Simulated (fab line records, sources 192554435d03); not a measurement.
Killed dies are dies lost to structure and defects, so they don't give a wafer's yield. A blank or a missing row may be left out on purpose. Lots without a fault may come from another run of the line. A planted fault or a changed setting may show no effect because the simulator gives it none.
A struck lot beside a sound one | flow n5_finfet | 14 steps out of a route of 1938
Sound: wafers L468.1, L468.4, L468.6. Struck: wafers L482.2, L482.3, L482.6. The cause comes at the end.
At each step with rows: each side's tool, then ch and its chambers, then its first start. Under that, the readings that differ: sound wafers | struck wafers | difference of the means | sigmas: that difference in standard deviations of wafers without a fault.
alike: readings whose means differ by less than 2 such deviations, and words and numbers that are the same on both sides. not compared: withheld readings, readings that some wafer has no value for, bounds like >300 that may hide the same value, and numbers for which the record gives no deviation and whose values overlap.
The two part at a step that has a row with sigmas, a row that says differs or no value, or rows on one side only. Numbers that don't overlap but have no deviation are shown without sigmas and don't part them. A reading that every wafer of one side lacks parts them only if that side has two wafers or more.

N5_BEOL_M6_ETCH_62: etches SOC in N2/H2, target depth 110 nm, overetch 22 nm, time 165 s.
  sound on rie_diel-02 ch 0,1, day 8 21:44; struck on rie_diel-02 ch 1,2,3, day 12 04:20
  alike: drypump_motor_current_A, oes_product_au, rf_vpp_V, showerhead_plenum_p_Torr, temp_c, throttle_valve_pct
  not compared: rf_hours_counter_h
then, 1 step without rows for these wafers: N5_BEOL_M6_STRIP_68 (strips in N2/H2).
N5_BEOL_M6_STRIP_67: strips in CF4.
  sound on rie_diel-02 ch 0,1, day 8 21:53; struck on rie_diel-02 ch 1,2,3, day 12 04:28
  alike: bias_power_w, drypump_motor_current_A, oes_product_au, rf_vpp_V, showerhead_plenum_p_Torr, throttle_valve_pct
  not compared: rf_hours_counter_h
N5_BEOL_M6_HM_OPEN_17: chemistry Cl2/BCl3, target TiN, target depth 20 nm, overetch 6 nm.
  sound on rie_metal-01 ch 0,1, day 8 21:56; struck on rie_metal-02 ch 0, day 12 04:31
  reading                | sound             | struck            | difference | sigmas
  throttle_valve_pct (%) | 22.25 22.41 22.26 | 21.45 21.47 21.46 | -0.85      | -3
  alike: drypump_motor_current_A, he_backside_leak_sccm, oes_product_au
  not compared: rf_hours_counter_h
N5_BEOL_M6_STRIP_19: strips in O2.
  sound on rie_diel-03 ch 0,1,2, day 8 22:06; struck on rie_diel-06 ch 2,3, day 12 04:46
  alike: drypump_motor_current_A, oes_product_au, rf_vpp_V, showerhead_plenum_p_Torr, temp_c, throttle_valve_pct
  not compared: rf_hours_counter_h
N5_BEOL_M6_CD_MEAS_18: pitch 80 nm, target cd 40 nm.
  sound on cd_sem-01, day 8 22:11; struck on cd_sem-01, day 12 04:50
  alike: cd_nm
then, 6 steps without rows for these wafers: N5_BEOL_M6_COAT_63 (time 60 s, resist thk 60 nm); N5_BEOL_M6_COAT_64 (time 60 s, resist thk 12 nm); N5_BEOL_M6_COAT_71 (time 60 s, resist thk 5 nm); N5_BEOL_M6_COAT_22 (resist thk 30 nm); N5_BEOL_M6_EBR_24; N5_BEOL_M6_SOFTBAKE_23 (time 60 s).
N5_BEOL_M6_EXPOSE_25: exposes mask V5, target cd 40 nm.
  sound on euv_scanner-01 ch 0, day 8 23:53; struck on euv_scanner-02, day 12 06:07
  no value came back on the struck wafers for exposure_dose_mJ_cm2, focus_offset_nm (nm); on the sound wafers exposure_dose_mJ_cm2 reads 44.89 44.94 44.92
  alike: mask
then, 1 step without rows for these wafers: N5_BEOL_M6_PEB_26 (peb time 60 s).

WHERE THEY PART
First at N5_BEOL_M6_HM_OPEN_17; last, within this record, at N5_BEOL_M6_EXPOSE_25.

WHY: what the simulator had put in
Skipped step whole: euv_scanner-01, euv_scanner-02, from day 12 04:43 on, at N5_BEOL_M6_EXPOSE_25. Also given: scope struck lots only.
